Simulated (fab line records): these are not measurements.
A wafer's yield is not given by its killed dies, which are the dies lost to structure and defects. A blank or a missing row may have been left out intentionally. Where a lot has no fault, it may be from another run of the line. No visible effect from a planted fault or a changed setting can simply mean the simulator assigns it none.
Comparing a struck lot with a sound one	flow n5Finfet	16 out of 1938 route steps
Sound: these wafers, L134.2, L134.3, L134.6. Wafers struck: L126.2, L126.4, L126.6. The cause comes at the end.
For every step that has rows: the tool of each side, followed by ch and its chambers, followed by its first start. Under that, the readings that differ: sound wafers	struck wafers	difference of the means	sigmas: that difference in standard deviations of wafers without a fault.
alike: readings with means less than 2 such deviations apart, plus words and numbers identical on both sides. not compared: withheld readings, readings lacking a value on some wafer, bounds such as >300 that could conceal the same value, and numbers that have no deviation in the record and whose values overlap.
A row with sigmas, a row that says differs or no value, or rows on one side alone: a step with any of these is where the two part. Non-overlapping numbers with no deviation appear without sigmas and do not part them. A reading that every wafer of one side lacks parts them only if that side has two wafers or more.

first, 8 steps without rows for these wafers: N5_BEOL_M3_COAT_68 (time 60 s, resist thk 12 nm); N5_BEOL_M3_COAT_76 (time 60 s, resist thk 5 nm); N5_BEOL_M3_COAT_22 (resist thk 30 nm); N5_BEOL_M3_EBR_24; N5_BEOL_M3_SOFTBAKE_23 (time 60 s); N5_BEOL_M3_EXPOSE_25 (exposes mask V2, defocus 5 nm); N5_BEOL_M3_PEB_26 (peb time 60 s); N5_BEOL_M3_DEVELOP_27 (develop time 30 s).
N5_BEOL_M3_CD_MEAS_28: target cd 25.7 nm, target cd y 23.3 nm.
  sound on cdSem-03 ch 0, day 10 11:15; struck on cdSem-02 ch 0, day 8 18:06
  alike: cdNm
N5_BEOL_M3_OVL_MEAS_29:
  sound on overlay-02 ch 0, day 10 11:17; struck on overlay-01 ch 0, day 8 18:08
  alike: V2_OVL
N5_BEOL_M3_INSPECT_30: inspects for defects (brightfield).
  sound on defectInspect-02, day 10 11:20; struck on defectInspect-01, day 8 18:11
  alike: rawDefectCount
N5_BEOL_M3_DESCUM_33: chemistry O2, time 7 s.
  sound on rieDiel-05 ch 0,1, day 10 11:22; struck on rieDiel-03 ch 1,3, day 8 18:13
  alike: drypumpMotorCurrentA, o2FlowSccm, oesProductAu, rfVppV, showerheadPlenumPTorr, throttleValvePct
  not compared: rfHoursCounterH
N5_BEOL_M3_ETCH_77: etches underlayer in N2/H2, target depth 6.5 nm, time 5.2 s.
  sound on rieDiel-05 ch 0,1, day 10 11:25; struck on rieDiel-03 ch 1,3, day 8 18:15
  no value came back on the struck wafers for any of 9 readings (biasW (W), chamberPressureMTorr (mTorr) and others); on the sound wafers biasW (W) reads 150.2 150.4 150.2
  not compared: rfHoursCounterH
N5_BEOL_M3_ETCH_69: etches SiARC in CF4, target depth 15.6 nm, time 26 s.
  sound on rieDiel-05 ch 0,1, day 10 11:25; struck on rieDiel-03 ch 1,3, day 8 18:16
  alike: biasW, cf4FlowSccm, drypumpMotorCurrentA, etchRfOnTimeS, oesProductAu, rfVppV, showerheadPlenumPTorr, throttleValvePct
  not compared: rfHoursCounterH
N5_BEOL_M4_RC_MEAS_101:
  sound on prober-01 ch 0, day 11 17:37; struck on prober-02 ch 0, day 9 18:59
reading	sound	struck	difference	sigmas
VT_N (mV)	252.4 254.8 253.9	250.2 248.0 246.3	-5.5	-2
  alike: DIBL_N, DIBL_P, IOFF_N, IOFF_P, ION_N, ION_P, SS_N, SS_P, VT_P
then, 1 step without rows for these wafers: N5_PASSIVATION_PROBE_49.

== WHERE THEY PART ==
Last at N5_BEOL_M4_RC_MEAS_101 as far as this record goes, first at N5_BEOL_M3_ETCH_77.

WHY: whatever the simulator had introduced
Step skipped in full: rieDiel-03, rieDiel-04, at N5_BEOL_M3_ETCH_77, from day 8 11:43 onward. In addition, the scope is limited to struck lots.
